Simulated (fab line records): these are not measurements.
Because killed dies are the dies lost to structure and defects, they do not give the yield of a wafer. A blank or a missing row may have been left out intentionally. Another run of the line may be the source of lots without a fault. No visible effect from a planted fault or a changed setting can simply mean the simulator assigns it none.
The tool behind it: which one?    flow n5_finfet    10 lots with 28 wafers sampled at 6 steps, on a route of 1938 steps

## WHAT THE GAUGES READ, wafer by wafer
N5_WELL_APT_CD_MEAS_25: target cd 200 nm. Usual: cd_nm reads 200.8 nm (standard deviation 1.9).
lot   measured     on         cd_nm (nm)         flag
L836  day 1 15:05  cd_sem-03  199.6 198.7 201.6  
L837  day 1 20:46  cd_sem-03  205.1 203.1 200.8  
L838  day 2 03:27  cd_sem-02  200.7 200.8 202.2  
L839  day 2 09:16  cd_sem-02  200.3 200.2 201.5  
L841  day 2 21:05  cd_sem-03  200.8 201.7 201.2  
L844  day 3 15:07  cd_sem-02  208.7 198.9        
L848  day 4 14:41  cd_sem-03  210.6 200.3 202.6  
L849  day 4 21:05  cd_sem-01  207.3 200.1        
L854  day 6 03:02  cd_sem-03  202.3 200.0 201.0  
L856  day 6 14:49  cd_sem-01  198.4 200.7 201.4  

N5_PMOS_HMC_CHANNEL_EPI_CD_MEAS_09: target cd 237.4 nm. Usual: cd_nm reads 237.4 nm (standard deviation 0.98).
lot   measured     on         cd_nm (nm)         flag
L836  day 1 17:21  cd_sem-02  236.9 238.8 238.5  
L837  day 1 23:19  cd_sem-01  238.8 240.0 239.6  
L838  day 2 06:07  cd_sem-03  237.8 237.4 237.1  
L839  day 2 11:31  cd_sem-02  236.9 236.8 236.2  
L841  day 2 23:10  cd_sem-02  236.2 237.3 237.2  
L844  day 3 17:17  cd_sem-02  237.2 237.8        
L848  day 4 17:20  cd_sem-03  237.2 239.2 239.3  
L849  day 4 23:16  cd_sem-01  239.0 236.9        
L854  day 6 05:35  cd_sem-02  236.2 237.2 238.0  
L856  day 6 17:24  cd_sem-01  237.2 237.9 238.1  

N5_PMOS_HMC_CHANNEL_EPI_OVL_MEAS_10. Usual: for PMOS_HMC_BLK_OVL the level is 0.1 nm and the standard deviation is 0.76.
lot   measured     on          PMOS_HMC_BLK_OVL (nm)  flag
L836  day 1 17:23  overlay-01  0.4 -0.2 0.1           
L837  day 1 23:21  overlay-02  1.2 1.1 0.3            
L838  day 2 06:09  overlay-01  -0.1 -0.5 -0.4         
L839  day 2 11:33  overlay-02  0.4 -0.7 0.2           
L841  day 2 23:11  overlay-02  -0.5 0.5 -0.6          
L844  day 3 17:19  overlay-02  -0.3 0.0               
L848  day 4 17:22  overlay-02  1.0 0.2 1.1            
L849  day 4 23:17  overlay-01  -0.7 -0.7              
L854  day 6 05:37  overlay-02  0.4 1.3 0.9            
L856  day 6 17:26  overlay-01  1.2 0.6 1.0            

N5_BEOL_M4_RC_MEAS_101. Usual: DIBL_N 36.6 mV/V, standard deviation 1.9; DIBL_P 36.7 mV/V, standard deviation 2.2; IOFF_N 0.16 nA/um, standard deviation 0.035; IOFF_P 0.22 nA/um, standard deviation 0.038; ION_N 672 uA/um, standard deviation 14; ION_P 462 uA/um, standard deviation 8.3; SS_N 71.6 mV/dec, standard deviation 0.65; SS_P 73.5 mV/dec, standard deviation 0.72; VT_N 250 mV, standard deviation 3.5; VT_P -250 mV, standard deviation 3.1.
lot   measured      on         DIBL_N (mV/V)   DIBL_P (mV/V)   IOFF_N (nA/um)  IOFF_P (nA/um)  ION_N (uA/um)  ION_P (uA/um)  SS_N (mV/dec)   SS_P (mV/dec)   VT_N (mV)    VT_P (mV)       flag
L836  day 9 11:10   prober-01  39.2 37.5 33.2  40.5 39.0 32.6  0.22 0.17 0.10  0.34 0.29 0.18  686 677 646    483 471 455    71.1 71.0 69.9  74.5 73.9 72.5  243 247 255  -239 -244 -252  
L837  day 9 10:38   prober-02  37.8 42.0 34.8  36.2 40.1 33.9  0.15 0.27 0.13  0.21 0.27 0.18  666 682 680    459 458 468    71.6 73.9 71.1  72.7 74.7 72.6  250 245 252  -249 -249 -251  
L838  day 10 02:23  prober-02  37.3 33.2 34.2  37.3 32.7 34.5  0.16 0.11 0.13  0.25 0.18 0.20  690 685 676    480 474 477    71.2 70.0 70.5  73.6 72.5 72.5  248 253 251  -247 -250 -249  
L839  day 9 21:14   prober-02  35.1 36.8 35.6  35.1 37.9 36.8  0.14 0.16 0.15  0.18 0.22 0.21  679 668 680    466 460 469    71.7 71.1 70.9  72.6 74.0 72.8  252 253 250  -252 -251 -249  
L841  day 10 06:55  prober-02  35.6 37.4 34.8  35.6 37.6 36.4  0.12 0.16 0.13  0.20 0.22 0.21  653 651 661    462 448 462    71.6 72.3 70.8  72.9 73.5 73.2  255 252 253  -250 -251 -248  
L844  day 10 22:46  prober-01  36.2 36.9       36.5 37.1       0.14 0.16       0.21 0.23       674 673        459 467        71.4 71.7       73.3 74.2       256 251      -252 -245       
L848  day 11 17:41  prober-01  39.4 37.4 37.5  38.3 34.6 36.3  0.19 0.15 0.16  0.29 0.22 0.26  660 660 674    458 462 468    72.1 71.8 72.5  74.2 73.2 73.5  249 252 251  -245 -248 -248  
L849  day 12 08:14  prober-01  34.7 33.3       34.2 32.9       0.13 0.11       0.18 0.16       677 656        462 459        71.1 70.9       73.0 72.7       253 254      -253 -254       
L854  day 13 13:35  prober-02  38.5 39.1 37.1  37.6 38.6 36.5  0.19 0.21 0.17  0.21 0.23 0.20  674 693 686    453 471 466    72.4 72.5 71.5  74.1 74.6 73.9  246 247 246  -251 -252 -253  
L856  day 14 07:06  prober-01  37.4 37.4 38.9  38.4 38.9 38.7  0.16 0.17 0.18  0.22 0.25 0.24  678 667 654    468 455 452    71.0 71.4 72.4  74.4 73.9 74.9  251 253 254  -249 -247 -249  

## EACH LOT AND THE TOOL THAT RAN IT (in order: tool; ch and the chambers of the sampled wafers; start)
lot   N5_WELL_APT_PEB_23                N5_PMOS_HMC_CHANNEL_EPI_ETCH_32
L836  litho_track-05 ch 0, day 1 14:58  rie_diel-03 ch 0,2,3, day 1 17:50
L837  litho_track-03 ch 0, day 1 20:40  rie_diel-01 ch 0,1,3, day 1 23:26
L838  litho_track-05 ch 0, day 2 03:20  rie_diel-03 ch 0,1,3, day 2 06:14
L839  litho_track-04 ch 0, day 2 09:10  rie_diel-03 ch 0,1, day 2 11:56
L841  litho_track-05 ch 0, day 2 20:58  rie_diel-03 ch 2,3, day 2 23:17
L844  litho_track-03 ch 0, day 3 15:00  rie_diel-01 ch 1,2, day 3 17:28
L848  litho_track-03 ch 0, day 4 14:34  rie_diel-01 ch 0,1,2, day 4 17:27
L849  litho_track-03 ch 0, day 4 20:58  rie_diel-06 ch 0,2, day 4 23:38
L854  litho_track-04 ch 0, day 6 02:55  rie_diel-03 ch 1,3, day 6 05:51
L856  litho_track-05 ch 0, day 6 14:43  rie_diel-03 ch 0,1,2, day 6 17:38
- N5_WELL_APT_PEB_23: peb time 90 s.
- N5_PMOS_HMC_CHANNEL_EPI_ETCH_32: etches BARC in N2/H2, stops on SiO2, target depth 85.8 nm, time 50.3 s.

## WHAT THE TOOLS THEMSELVES READ (means of the sampled wafers that have a number; where no wafer has one, the mark that the record gives instead)
N5_PMOS_HMC_CHANNEL_EPI_ETCH_32. Usual: drypump_motor_current_A 5.5 A, standard deviation 0.57; oes_product_au 0.69 a.u., standard deviation 0.065; rf_vpp_V 524.1 V, standard deviation 2.4; showerhead_plenum_p_Torr 2.55 Torr, standard deviation 0.077; throttle_valve_pct 17.89 %, standard deviation 0.25.
lot   tool         drypump_motor_current_A (A)  oes_product_au (a.u.)  rf_vpp_V (V)  showerhead_plenum_p_Torr (Torr)  throttle_valve_pct (%)  flag
L836  rie_diel-03  5.1                          0.68                   524.6         2.57                             17.98                   
L837  rie_diel-01  6.0                          0.63                   522.6         2.50                             17.90                   
L838  rie_diel-03  5.1                          0.68                   522.7         2.53                             18.04                   
L839  rie_diel-03  5.3                          0.65                   523.4         2.58                             18.11                   
L841  rie_diel-03  4.8                          0.70                   523.1         2.51                             17.93                   
L844  rie_diel-01  5.8                          0.68                   524.8         2.57                             17.88                   
L848  rie_diel-01  5.9                          0.66                   523.6         2.56                             17.94                   
L849  rie_diel-06  6.3                          0.75                   527.3         2.64                             17.57                   
L854  rie_diel-03  4.9                          0.70                   521.8         2.46                             18.06                   
L856  rie_diel-03  5.2                          0.75                   523.6         2.56                             17.89                   

## THE ANSWER, worked out from the rows above alone
Rule: a lot counts as off when the mean over its wafers that have a number is more than 3 standard deviations away from the usual mean. Also off: a lot with no number at a reading for which 4 or more lots have one. All remaining lots with rows at the step are treated as sound. Order of review: gauges by route order, followed by the tools' own readings, for which a lot's mean as printed above is used. At the first step where some lot is off, the reading lying furthest off is the one used; lots without a number count as furthest.
Across all readings shown, no lot is off: no conclusion can be drawn from this.

## WHAT WAS PUT IN BY THE SIMULATOR
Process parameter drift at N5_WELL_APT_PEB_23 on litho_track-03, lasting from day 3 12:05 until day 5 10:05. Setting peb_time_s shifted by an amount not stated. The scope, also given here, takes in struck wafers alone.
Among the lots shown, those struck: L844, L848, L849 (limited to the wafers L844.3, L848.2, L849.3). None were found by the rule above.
